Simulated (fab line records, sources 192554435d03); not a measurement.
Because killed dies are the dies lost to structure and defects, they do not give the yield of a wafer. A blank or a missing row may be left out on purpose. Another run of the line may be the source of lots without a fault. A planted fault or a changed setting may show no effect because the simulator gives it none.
Matching of chambers	flow n5_finfet	4 sister chambers for N5_GATE_CUT_ETCH_28 on rie_diel-04
The step etches underlayer in N2/H2, target depth 13 nm, time 10.4 s. 8 wafers are shown with their chamber, then 7 later ones without.

## WAFERS PAIRED WITH THEIR CHAMBERS
wafer	chamber	drypump_motor_current_A (A)	throttle_valve_pct (%)
L081.1	0	5.6	18.04
L082.3	3	5.8	17.77
L082.6	3	5.7	17.76
L084.1	1	6.3	17.54
L084.2	0	5.6	18.03
L084.5	2	5.7	18.04
L088.1	1	6.3	17.56
L088.5	2	5.7	18.07

## WAFERS WITHOUT THEIR CHAMBER
wafer	drypump_motor_current_A (A)	throttle_valve_pct (%)
L088.6	6.3	17.56
L092.1	6.3	17.60
L092.2	5.7	18.09
L092.4	6.3	17.58
L094.1	5.7	18.07
L094.3	6.3	17.58
L094.6	6.3	17.59

## EACH ONE'S CHAMBER
wafer	from the rows above	in truth
L088.6	1	1
L092.1	1	1
L092.2	2	2
L092.4	1	1
L094.1	2	2
L094.3	1	1
L094.6	1	1
Correctly placed: 7 of 7. Not placeable from these rows: 0. Wrongly placed: 0.
How it was worked out, from the rows above alone: a wafer's distance from a chamber is the root of the sum, over the readings, of the square of ((its reading less the chamber's mean) divided by the reading's scatter). The wafer belongs to the nearest chamber; if the next one is less than 2 further off, it can't be placed. The mean given for a chamber averages the wafers shown for that chamber. How the scatter is found: for the shown wafers, subtract from each reading the mean of its chamber, square and add these, divide the total by (wafers less chambers), then take the root.
